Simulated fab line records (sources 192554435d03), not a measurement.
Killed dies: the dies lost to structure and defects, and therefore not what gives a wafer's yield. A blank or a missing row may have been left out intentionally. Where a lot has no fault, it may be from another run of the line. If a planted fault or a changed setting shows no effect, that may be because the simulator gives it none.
Chamber matching ; flow n5Finfet ; 4 sister chambers for N5_BEOL_M10_STRIP_36 on rieDiel-01
The step strips in N2/H2. 14 wafers are shown with their chamber, then 7 later ones without.

== WAFERS PAIRED WITH THEIR CHAMBERS ==
wafer;chamber;drypumpMotorCurrentA (A);showerheadPlenumPTorr (Torr);throttleValvePct (%)
L076.2;2;6.1;2.68;23.40
L076.3;0;5.2;2.68;23.44
L076.5;2;6.1;2.68;23.38
L086.4;0;5.2;2.66;23.49
L086.5;3;5.7;2.46;23.41
L086.6;2;6.1;2.66;23.41
L087.2;0;5.3;2.66;23.45
L087.4;2;6.1;2.66;23.41
L087.5;0;5.2;2.66;23.50
L091.1;0;5.3;2.66;23.47
L091.3;3;5.7;2.46;23.42
L091.6;2;6.1;2.66;23.41
L094.1;3;5.7;2.45;23.43
L094.2;1;5.9;2.59;23.50

SIGNATURES (means of the wafers above)
reading;chamber 0;chamber 1;chamber 2;chamber 3;scatter within a chamber
drypumpMotorCurrentA;5.240;5.900;6.100;5.700;0.0346
showerheadPlenumPTorr;2.6640;2.5900;2.6680;2.4567;0.00931
throttleValvePct;23.4700;23.5000;23.4020;23.4200;0.0187
Rule: for each reading, subtract the chamber's mean from the wafer's reading, divide by that reading's scatter and square the result; add these up over the readings and take the root, which gives the wafer's distance from the chamber. If the next closest chamber is less than 2 further off than the closest, the wafer can't be placed; otherwise it belongs to the closest. The scatter: take each reading less its chamber's mean, square it, sum over the shown wafers, divide by the number of wafers less the number of chambers, and take the root.

== WAFERS WHOSE CHAMBER IS MISSING ==
wafer;drypumpMotorCurrentA (A);showerheadPlenumPTorr (Torr);throttleValvePct (%)
L094.3;6.1;2.66;23.45
L095.2;5.9;2.59;23.47
L095.3;5.7;2.46;23.44
L095.6;5.9;2.59;23.54
L096.4;5.3;2.65;23.51
L096.5;6.1;2.65;23.45
L096.6;5.9;2.59;23.52

== EACH ONE'S CHAMBER ==
wafer;from the rows above;in truth
L094.3;2;2
L095.2;1;1
L095.3;3;3
L095.6;1;1
L096.4;0;0
L096.5;2;2
L096.6;1;1
Placed correctly: 7 of 7. Number that these rows cannot place: 0. Placed wrongly: 0.
